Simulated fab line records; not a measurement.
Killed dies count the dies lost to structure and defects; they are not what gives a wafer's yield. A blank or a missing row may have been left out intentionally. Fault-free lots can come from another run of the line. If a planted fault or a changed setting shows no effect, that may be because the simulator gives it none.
Matching of chambers || flow n5-finfet || N5_BEOL_M2_ETCH_69 on rie-diel-02 has 4 sister chambers
The step etches SiARC in CF4, target depth 15.6 nm, time 26 s. 30 wafers are shown with their chamber, then 12 later ones without.

## WAFERS, EACH WITH ITS CHAMBER
{"wafer": "L075.2", "chamber": 3, "showerhead-plenum-p-Torr (Torr)": 2.22, "drypump-motor-current-A (A)": 5.7, "throttle-valve-pct (%)": 15.57}
{"wafer": "L075.4", "chamber": 1, "showerhead-plenum-p-Torr (Torr)": 2.07, "drypump-motor-current-A (A)": 5.7, "throttle-valve-pct (%)": 15.47}
{"wafer": "L075.6", "chamber": 3, "showerhead-plenum-p-Torr (Torr)": 2.22, "drypump-motor-current-A (A)": 5.7, "throttle-valve-pct (%)": 15.57}
{"wafer": "L076.1", "chamber": 1, "showerhead-plenum-p-Torr (Torr)": 2.07, "drypump-motor-current-A (A)": 5.7, "throttle-valve-pct (%)": 15.47}
{"wafer": "L076.2", "chamber": 2, "showerhead-plenum-p-Torr (Torr)": 2.03, "drypump-motor-current-A (A)": 5.9, "throttle-valve-pct (%)": 15.91}
{"wafer": "L076.5", "chamber": 2, "showerhead-plenum-p-Torr (Torr)": 2.03, "drypump-motor-current-A (A)": 5.9, "throttle-valve-pct (%)": 15.94}
{"wafer": "L078.2", "chamber": 0, "showerhead-plenum-p-Torr (Torr)": 2.15, "drypump-motor-current-A (A)": 5.3, "throttle-valve-pct (%)": 15.56}
{"wafer": "L078.4", "chamber": 3, "showerhead-plenum-p-Torr (Torr)": 2.22, "drypump-motor-current-A (A)": 5.7, "throttle-valve-pct (%)": 15.58}
{"wafer": "L078.5", "chamber": 1, "showerhead-plenum-p-Torr (Torr)": 2.07, "drypump-motor-current-A (A)": 5.6, "throttle-valve-pct (%)": 15.46}
{"wafer": "L079.1", "chamber": 3, "showerhead-plenum-p-Torr (Torr)": 2.22, "drypump-motor-current-A (A)": 5.7, "throttle-valve-pct (%)": 15.58}
{"wafer": "L079.2", "chamber": 0, "showerhead-plenum-p-Torr (Torr)": 2.15, "drypump-motor-current-A (A)": 5.3, "throttle-valve-pct (%)": 15.56}
{"wafer": "L079.6", "chamber": 2, "showerhead-plenum-p-Torr (Torr)": 2.03, "drypump-motor-current-A (A)": 5.9, "throttle-valve-pct (%)": 15.93}
{"wafer": "L082.2", "chamber": 1, "showerhead-plenum-p-Torr (Torr)": 2.07, "drypump-motor-current-A (A)": 5.7, "throttle-valve-pct (%)": 15.50}
{"wafer": "L082.3", "chamber": 3, "showerhead-plenum-p-Torr (Torr)": 2.21, "drypump-motor-current-A (A)": 5.6, "throttle-valve-pct (%)": 15.60}
{"wafer": "L082.5", "chamber": 1, "showerhead-plenum-p-Torr (Torr)": 2.07, "drypump-motor-current-A (A)": 5.7, "throttle-valve-pct (%)": 15.51}
{"wafer": "L084.1", "chamber": 3, "showerhead-plenum-p-Torr (Torr)": 2.21, "drypump-motor-current-A (A)": 5.7, "throttle-valve-pct (%)": 15.58}
{"wafer": "L084.3", "chamber": 0, "showerhead-plenum-p-Torr (Torr)": 2.15, "drypump-motor-current-A (A)": 5.3, "throttle-valve-pct (%)": 15.58}
{"wafer": "L084.6", "chamber": 3, "showerhead-plenum-p-Torr (Torr)": 2.21, "drypump-motor-current-A (A)": 5.6, "throttle-valve-pct (%)": 15.60}
{"wafer": "L083.1", "chamber": 0, "showerhead-plenum-p-Torr (Torr)": 2.15, "drypump-motor-current-A (A)": 5.3, "throttle-valve-pct (%)": 15.59}
{"wafer": "L083.5", "chamber": 1, "showerhead-plenum-p-Torr (Torr)": 2.07, "drypump-motor-current-A (A)": 5.7, "throttle-valve-pct (%)": 15.50}
{"wafer": "L083.6", "chamber": 0, "showerhead-plenum-p-Torr (Torr)": 2.15, "drypump-motor-current-A (A)": 5.3, "throttle-valve-pct (%)": 15.58}
{"wafer": "L085.1", "chamber": 1, "showerhead-plenum-p-Torr (Torr)": 2.07, "drypump-motor-current-A (A)": 5.7, "throttle-valve-pct (%)": 15.51}
{"wafer": "L085.2", "chamber": 2, "showerhead-plenum-p-Torr (Torr)": 2.03, "drypump-motor-current-A (A)": 5.9, "throttle-valve-pct (%)": 15.95}
{"wafer": "L085.6", "chamber": 1, "showerhead-plenum-p-Torr (Torr)": 2.07, "drypump-motor-current-A (A)": 5.7, "throttle-valve-pct (%)": 15.49}
{"wafer": "L086.3", "chamber": 0, "showerhead-plenum-p-Torr (Torr)": 2.14, "drypump-motor-current-A (A)": 5.3, "throttle-valve-pct (%)": 15.59}
{"wafer": "L086.4", "chamber": 3, "showerhead-plenum-p-Torr (Torr)": 2.21, "drypump-motor-current-A (A)": 5.6, "throttle-valve-pct (%)": 15.61}
{"wafer": "L086.5", "chamber": 1, "showerhead-plenum-p-Torr (Torr)": 2.07, "drypump-motor-current-A (A)": 5.7, "throttle-valve-pct (%)": 15.51}
{"wafer": "L089.1", "chamber": 1, "showerhead-plenum-p-Torr (Torr)": 2.06, "drypump-motor-current-A (A)": 5.6, "throttle-valve-pct (%)": 15.53}
{"wafer": "L089.3", "chamber": 0, "showerhead-plenum-p-Torr (Torr)": 2.14, "drypump-motor-current-A (A)": 5.3, "throttle-valve-pct (%)": 15.61}
{"wafer": "L089.4", "chamber": 0, "showerhead-plenum-p-Torr (Torr)": 2.14, "drypump-motor-current-A (A)": 5.3, "throttle-valve-pct (%)": 15.62}

SIGNATURES (averages over the wafers above)
{"reading": "showerhead-plenum-p-Torr", "chamber 0": 2.1463, "chamber 1": 2.0690, "chamber 2": 2.0300, "chamber 3": 2.2150, "scatter within a chamber": 0.00429}
{"reading": "drypump-motor-current-A", "chamber 0": 5.300, "chamber 1": 5.680, "chamber 2": 5.900, "chamber 3": 5.662, "scatter within a chamber": 0.0366}
{"reading": "throttle-valve-pct", "chamber 0": 15.5862, "chamber 1": 15.4950, "chamber 2": 15.9325, "chamber 3": 15.5862, "scatter within a chamber": 0.0197}
Rule: distance of a wafer from a chamber = root of the sum over the readings of ((wafer's reading minus chamber's mean) / reading's scatter) squared. The wafer belongs to the nearest chamber; if the next one is less than 2 further off, it can't be placed. The scatter is the square root of a quotient: the sum, over the shown wafers, of each reading's squared deviation from its chamber's mean, divided by wafers minus chambers.

## WAFERS MISSING THEIR CHAMBER
{"wafer": "L090.2", "showerhead-plenum-p-Torr (Torr)": 2.14, "drypump-motor-current-A (A)": 5.3, "throttle-valve-pct (%)": 15.62}
{"wafer": "L090.3", "showerhead-plenum-p-Torr (Torr)": 2.02, "drypump-motor-current-A (A)": 5.9, "throttle-valve-pct (%)": 15.97}
{"wafer": "L090.4", "showerhead-plenum-p-Torr (Torr)": 2.14, "drypump-motor-current-A (A)": 5.3, "throttle-valve-pct (%)": 15.62}
{"wafer": "L088.1", "showerhead-plenum-p-Torr (Torr)": 2.06, "drypump-motor-current-A (A)": 5.7, "throttle-valve-pct (%)": 15.52}
{"wafer": "L088.2", "showerhead-plenum-p-Torr (Torr)": 2.14, "drypump-motor-current-A (A)": 5.3, "throttle-valve-pct (%)": 15.63}
{"wafer": "L088.5", "showerhead-plenum-p-Torr (Torr)": 2.02, "drypump-motor-current-A (A)": 5.9, "throttle-valve-pct (%)": 15.97}
{"wafer": "L097.1", "showerhead-plenum-p-Torr (Torr)": 2.20, "drypump-motor-current-A (A)": 5.6, "throttle-valve-pct (%)": 15.16}
{"wafer": "L097.2", "showerhead-plenum-p-Torr (Torr)": 2.06, "drypump-motor-current-A (A)": 5.7, "throttle-valve-pct (%)": 15.55}
{"wafer": "L097.3", "showerhead-plenum-p-Torr (Torr)": 2.13, "drypump-motor-current-A (A)": 5.3, "throttle-valve-pct (%)": 15.66}
{"wafer": "L096.1", "showerhead-plenum-p-Torr (Torr)": 2.20, "drypump-motor-current-A (A)": 5.7, "throttle-valve-pct (%)": 15.14}
{"wafer": "L096.3", "showerhead-plenum-p-Torr (Torr)": 2.06, "drypump-motor-current-A (A)": 5.6, "throttle-valve-pct (%)": 15.58}
{"wafer": "L096.5", "showerhead-plenum-p-Torr (Torr)": 2.13, "drypump-motor-current-A (A)": 5.3, "throttle-valve-pct (%)": 15.66}

## EACH ONE'S CHAMBER
{"wafer": "L090.2", "from the rows above": 0, "in truth": 0}
{"wafer": "L090.3", "from the rows above": 2, "in truth": 2}
{"wafer": "L090.4", "from the rows above": 0, "in truth": 0}
{"wafer": "L088.1", "from the rows above": 1, "in truth": 1}
{"wafer": "L088.2", "from the rows above": 0, "in truth": 0}
{"wafer": "L088.5", "from the rows above": 2, "in truth": 2}
{"wafer": "L097.1", "from the rows above": 3, "in truth": 3}
{"wafer": "L097.2", "from the rows above": 1, "in truth": 1}
{"wafer": "L097.3", "from the rows above": 0, "in truth": 0}
{"wafer": "L096.1", "from the rows above": 3, "in truth": 3}
{"wafer": "L096.3", "from the rows above": 1, "in truth": 1}
{"wafer": "L096.5", "from the rows above": 0, "in truth": 0}
Placed correctly: 12 of 12. Left unplaced by these rows: 0. Placed wrongly: 0.
